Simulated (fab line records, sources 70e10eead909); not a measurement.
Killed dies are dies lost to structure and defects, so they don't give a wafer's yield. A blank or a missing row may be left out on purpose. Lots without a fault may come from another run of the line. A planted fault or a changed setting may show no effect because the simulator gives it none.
A struck lot beside a sound one | flow nand_harc | 40 steps out of a route of 1159
Sound: wafers L541.1, L541.5, L541.6. Struck: wafers L552.4, L552.6. (L552.3 of the same lot was not struck and is left out.) The cause comes at the end.
At each step with rows: each side's tool, then ch and its chambers, then its first start. Under that, the readings that differ: sound wafers | struck wafers | difference of the means | sigmas: that difference in standard deviations of wafers without a fault.
alike: readings whose means differ by less than 2 such deviations, and words and numbers that are the same on both sides. not compared: withheld readings, readings that some wafer has no value for, bounds like >300 that may hide the same value, and numbers for which the record gives no deviation and whose values overlap.
The two part at a step that has a row with sigmas, a row that says differs or no value, or rows on one side only. Numbers that don't overlap but have no deviation are shown without sigmas and don't part them. A reading that every wafer of one side lacks parts them only if that side has two wafers or more.

first, 3 steps without rows for these wafers: NHARC_A_CONTACT_ETCH_134 (etches the open film in C4F8/O2/Ar, time 140 s, target depth 700 nm); NHARC_A_CONTACT_ETCH_135 (etches the open film in C4F8/O2/Ar, time 132 s, target depth 1287 nm); NHARC_A_CONTACT_ETCH_136 (etches the open film in C4F8/O2/Ar, time 132 s, target depth 1287 nm).
NHARC_A_CONTACT_ETCH_137: etches the open film in C4F8/O2/Ar, time 132 s, target depth 1287 nm.
  sound on har_cap_etch-02 ch 0,1, day 18 21:14; struck on har_cap_etch-02 ch 1, day 21 05:05
  not compared: rf_hours_counter_h
then, 3 steps without rows for these wafers: NHARC_A_CONTACT_ETCH_138 (etches the open film in C4F8/O2/Ar, time 132 s, target depth 1289 nm); NHARC_A_CONTACT_ETCH_139 (etches the open film in C4F8/O2/Ar, time 137 s, target depth 590 nm); NHARC_A_CONTACT_ETCH_92 (etches the open film in CH3F/O2, target depth 40 nm, time 85.7 s).
NHARC_A_CONTACT_ETCH_98: etches the open film in C4F6/O2, target depth 20 nm, time 10 s.
  sound on rie_diel-09 ch 1,2,3; struck on rie_diel-09 ch 0,2
  alike: drypump_motor_current_A, oes_product_au, rf_vpp_V, showerhead_plenum_p_Torr, throttle_valve_pct
  not compared: rf_hours_counter_h
NHARC_A_CONTACT_CD_MEAS_15:
  sound on cd_sem-03, day 18 22:07; struck on cd_sem-01, day 21 05:55
  alike: cd_nm
then, 3 steps without rows for these wafers: NHARC_A_CONTACT_STRIP_107 (strips in N2/H2); NHARC_A_CONTACT_STRIP_108 (strips in CF4/CHF3); NHARC_A_CONTACT_STRIP_109 (strips in O2/COS).
NHARC_A_CONTACT_ETCH_110: etches the open film in CF4/O2, target depth 50 nm, overetch 5 nm, time 27.5 s.
  sound on rie_diel-09 ch 1,2,3, day 18 22:40; struck on rie_diel-09 ch 0, day 21 06:12
  alike: drypump_motor_current_A, oes_product_au, rf_vpp_V, showerhead_plenum_p_Torr, throttle_valve_pct
  not compared: rf_hours_counter_h
NHARC_A_CONTACT_STRIP_26: strips in O2.
  sound on rie_diel-09 ch 1,2; struck on rie_diel-09 ch 0
  alike: drypump_motor_current_A, oes_product_au, rf_vpp_V, showerhead_plenum_p_Torr, throttle_valve_pct
  not compared: rf_hours_counter_h
then, 3 steps without rows for these wafers: NHARC_A_CONTACT_STRIP_27 (strips in post etch residue remover, time 600 s); NHARC_A_CONTACT_ALD_18 (deposits TiN, target thk 3 nm, pulse time 1 s, ald cycles 150); NHARC_A_CONTACT_CVD_19 (deposits W, target thk 300 nm, time 802 s).
NHARC_A_CONTACT_CMP_20: polishes, t overpolish 30 s, target thk 300 nm.
  sound on cmp-03 ch 1,2, day 19 03:34; struck on cmp-03 ch 0,1, day 21 19:11
  alike: motor_current_A, overpolish_run_s, time_to_endpoint_s
then, 11 steps without rows for these wafers: NHARC_A_CONTACT_SRD_22; NHARC_A_BLC_DEHYDRATE_00 (time 120 s); NHARC_A_BLC_HMDS_01 (time 30 s); NHARC_A_BLC_COAT_02 (time 75 s); NHARC_A_BLC_COAT_03 (time 65 s); NHARC_A_BLC_COAT_04 (resist thk 90 nm); NHARC_A_BLC_SOFTBAKE_05 (time 55 s); NHARC_A_BLC_EBR_06; NHARC_A_BLC_EXPOSE_07 (exposes mask A BLC, target cd 100 nm); NHARC_A_BLC_PEB_08 (peb time 65 s); NHARC_A_BLC_DEVELOP_09 (develop time 35 s).
NHARC_A_BLC_CD_MEAS_10: target cd 100 nm.
  sound on cd_sem-01 ch 0, day 19 04:29; struck on cd_sem-03 ch 0, day 21 20:05
  alike: cd_nm
NHARC_A_BLC_OVL_MEAS_11:
  sound on overlay-01, day 19 04:34; struck on overlay-02, day 21 20:10
  reading           | sound       | struck    | difference | sigmas
  overlay_y_nm (nm) | 1.2 1.4 1.5 | -0.5 -0.6 | -1.9       | -2
  alike: overlay_x_nm
then, 4 steps without rows for these wafers: NHARC_A_BLC_DESCUM_15 (chemistry O2, time 3 s); NHARC_A_BLC_ETCH_16 (etches the open film in CF4, target depth 39 nm, time 65 s); NHARC_A_BLC_ETCH_17 (etches the open film in N2/H2, target depth 390 nm, time 609.38 s); NHARC_A_BLC_ETCH_18 (etches the open film in C4F8/O2/Ar, target depth 910 nm).
NHARC_A_BLC_CD_MEAS_19:
  sound on cd_sem-02, day 19 05:38; struck on cd_sem-02, day 21 21:44
  alike: cd_nm
NHARC_A_BLC_STRIP_29: strips in CF4.
  sound on rie_diel-11 ch 0,1, day 19 05:43; struck on rie_diel-06 ch 0,2, day 21 21:49
  alike: drypump_motor_current_A, oes_product_au, rf_vpp_V, showerhead_plenum_p_Torr, throttle_valve_pct
  not compared: rf_hours_counter_h
then, 2 steps without rows for these wafers: NHARC_A_BLC_STRIP_21 (strips in O2); NHARC_A_BLC_STRIP_22 (strips in post etch residue remover, time 600 s).
-- the record jumps here: 2 days lie between the struck wafers' starts before and after (it left off in module A_BLC and takes up again in module END, whose first step shown is number 1159 of the route) --
NHARC_END_SORT_01:
  the record has rows for the struck wafers here (prober-01 ch 0, day 24 06:38) and none for the sound ones

WHERE THEY PART
First at NHARC_A_BLC_OVL_MEAS_11; last, within this record, at NHARC_END_SORT_01.

WHY: what the simulator had put in
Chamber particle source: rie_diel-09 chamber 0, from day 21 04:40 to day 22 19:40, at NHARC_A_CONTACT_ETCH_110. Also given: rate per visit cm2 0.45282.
